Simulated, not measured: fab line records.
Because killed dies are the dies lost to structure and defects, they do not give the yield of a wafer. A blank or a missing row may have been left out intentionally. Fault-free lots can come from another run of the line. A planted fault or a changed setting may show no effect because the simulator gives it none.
A struck lot beside a sound one -- flow nand_harc -- 15 out of 1159 route steps
Sound: these wafers, L790.1, L790.3, L790.4. Struck: wafers L783.4, L783.5, L783.6. Last of all comes the cause.
For every step that has rows: the tool of each side, followed by ch and its chambers, followed by its first start. Under that, the readings that differ: sound wafers -- struck wafers -- difference of the means -- sigmas: that difference in standard deviations of wafers without a fault.
alike: words and numbers the same on both sides, and readings whose means are apart by under 2 such deviations; not compared: readings that were withheld, readings missing a value for some wafer, numbers with overlapping values and no deviation given by the record, and bounds like >300 which may hide the same value.
A row with sigmas, a row that says differs or no value, or rows on one side alone: a step with any of these is where the two part. Numbers that have no deviation but don't overlap get no sigmas and don't part them. A reading that every wafer of one side lacks parts them only if that side has two wafers or more.

first, 2 steps without rows for these wafers: NHARC_P_CONTACT_ETCH_35 (etches the open film in CF4, target depth 39 nm, time 65 s); NHARC_P_CONTACT_ETCH_36 (etches the open film in N2/H2, target depth 260 nm, time 406.25 s).
NHARC_P_CONTACT_ETCH_18: etches the open film in C4F8/O2/Ar, target depth 481 nm, time 240.5 s.
  sound: rie_diel-08 ch 0,1,3; struck: rie_diel-08 ch 0,1
  alike: chamber_pressure_mTorr, oes_product_au, rf_vpp_V
  not compared: rf_hours_counter_h
then, 1 step without rows for these wafers: NHARC_P_CONTACT_STRIP_37 (strips in C4F8/O2/Ar).
NHARC_P_CONTACT_ETCH_31: etches the open film in CH3F/O2, target depth 30 nm, time 85.7 s.
  sound: rie_diel-08 ch 0,2,3; struck: rie_diel-08 ch 0,3
reading,sound,struck,difference,sigmas
oes_product_au (a.u.),0.951 0.952 0.960,0.998 0.976 0.997,+0.036,+3
  alike: chamber_pressure_mTorr, drypump_motor_current_A, rf_vpp_V, showerhead_plenum_p_Torr, throttle_valve_pct
  not compared: rf_hours_counter_h
NHARC_P_CONTACT_CD_MEAS_19:
  struck on cd_sem-03, day 8 02:38; sound on cd_sem-01, day 9 16:01
  alike: cd_nm
NHARC_P_CONTACT_STRIP_28: strips in O2.
  sound on rie_diel-04 ch 0,2,3, day 9 16:07; struck on rie_diel-04 ch 0,3, day 8 02:42
  alike: chamber_pressure_mTorr, drypump_motor_current_A, oes_product_au, rf_vpp_V, showerhead_plenum_p_Torr, throttle_valve_pct
  not compared: rf_hours_counter_h
then, 1 step without rows for these wafers: NHARC_P_CONTACT_STRIP_29 (strips in post etch residue remover, time 1200 s).
NHARC_P_CONTACT_DEGAS_38: time 60 s.
  struck on pvd_sputter-01, day 8 03:23; sound on pvd_sputter-02, day 9 16:44
  alike: heater_power_w
then, 1 step without rows for these wafers: NHARC_P_CONTACT_PRE_CLEAN_39 (time 19.5 s).
NHARC_P_CONTACT_PVD_32: deposits Ti, target thk 5 nm, time 17.7 s.
  sound on pvd_sputter-02; struck on pvd_sputter-01
  alike: substrate_temp_c, throttle_valve_pct
then, 1 step without rows for these wafers: NHARC_P_CONTACT_ALD_22 (deposits TiN, target thk 3 nm, pulse time 1 s, ald cycles 150).
NHARC_P_CONTACT_CVD_23: deposits W, target thk 200 nm, time 557 s.
  sound on cvd_w-02 ch 0,1, day 9 20:02; struck on cvd_w-02 ch 0,1, day 8 09:22
  alike: heater_power_w, throttle_valve_pct
NHARC_P_CONTACT_CMP_24: polishes, t overpolish 30 s, target thk 200 nm.
  sound on cmp-04 ch 0,1,2, day 9 20:35; struck on cmp-02 ch 2,3, day 8 09:59
reading,sound,struck,difference,sigmas
time_to_endpoint_s (s),41.8 37.4 37.7,75.7 75.6 76.4,+36.9,+13
  alike: motor_current_A, overpolish_run_s, retaining_ring_pressure_frac, slurry_filter_dp_kPa
-- record jumps: 14 days between struck wafers' starts before vs after; left off in module P_CONTACT, resumes in module END, first step shown is number 1159 of the route --
NHARC_END_SORT_01:
  only the struck wafers appear in the record here, on prober-01 ch 0 at day 22 14:46; the sound ones have no rows

== WHERE THEY PART ==
At NHARC_P_CONTACT_ETCH_31 first; at NHARC_END_SORT_01 last (within this record only).

WHY: whatever the simulator had introduced
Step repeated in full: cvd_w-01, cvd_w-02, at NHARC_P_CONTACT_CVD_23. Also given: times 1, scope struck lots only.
